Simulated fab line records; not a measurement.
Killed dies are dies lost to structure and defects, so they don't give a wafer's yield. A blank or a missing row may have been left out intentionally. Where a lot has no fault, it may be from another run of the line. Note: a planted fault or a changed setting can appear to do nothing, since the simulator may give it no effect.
Chamber matching -- flow nand_harc -- 4 sister chambers for NHARC_A_STAIRCASE_TRIM_20 on rie_diel-04
The step chemistry O2, time 211.2 s. 18 wafers are shown with their chamber, then 9 later ones without.

== WAFERS, EACH WITH ITS CHAMBER ==
wafer,chamber,showerhead_plenum_p_Torr (Torr),drypump_motor_current_A (A),oes_product_au (a.u.)
L074.2,2,3.68,5.6,1.013
L074.4,3,3.52,6.1,1.022
L074.6,2,3.68,5.6,1.003
L078.2,3,3.51,6.1,1.007
L078.4,0,3.65,5.7,0.996
L078.5,2,3.68,5.6,1.011
L080.4,2,3.67,5.6,1.011
L080.5,2,3.67,5.6,1.020
L080.6,3,3.51,6.1,1.008
L082.1,1,3.68,5.2,1.000
L082.2,2,3.67,5.6,1.027
L082.4,0,3.65,5.8,1.005
L085.1,2,3.67,5.7,1.011
L085.2,3,3.50,6.0,1.005
L085.5,1,3.68,5.2,1.008
L087.1,3,3.50,6.1,0.996
L087.2,2,3.67,5.6,1.005
L087.6,0,3.64,5.8,1.007

SIGNATURES (means of the wafers above)
reading,chamber 0,chamber 1,chamber 2,chamber 3,scatter within a chamber
showerhead_plenum_p_Torr,3.6467,3.6800,3.6738,3.5080,0.00618
drypump_motor_current_A,5.767,5.200,5.612,6.080,0.0409
oes_product_au,1.00267,1.00400,1.01262,1.00760,0.00788
Rule: a wafer's distance from a chamber is the root of the sum, over the readings, of the square of ((its reading less the chamber's mean) divided by the reading's scatter). The wafer belongs to the nearest chamber; if the next one is less than 2 further off, it can't be placed. The scatter: the root of (the sum of the squares of (reading less its chamber's mean) over the shown wafers, divided by (wafers less chambers)).

== WAFERS MISSING THEIR CHAMBER ==
wafer,showerhead_plenum_p_Torr (Torr),drypump_motor_current_A (A),oes_product_au (a.u.)
L089.1,3.50,6.0,0.998
L089.4,3.64,5.8,1.015
L089.5,3.66,5.6,1.011
L096.2,3.49,6.1,0.985
L096.4,3.67,5.2,0.992
L096.5,3.67,5.2,0.999
L097.1,3.67,5.2,1.014
L097.2,3.49,6.1,0.996
L097.3,3.66,5.6,1.016

== WHICH CHAMBER EACH WENT THROUGH ==
wafer,from the rows above,in truth
L089.1,3,3
L089.4,0,0
L089.5,2,2
L096.2,3,3
L096.4,1,1
L096.5,1,1
L097.1,1,1
L097.2,3,3
L097.3,2,2
Correct placement for 9 of the 9. Number that these rows cannot place: 0. Wrongly placed: 0.
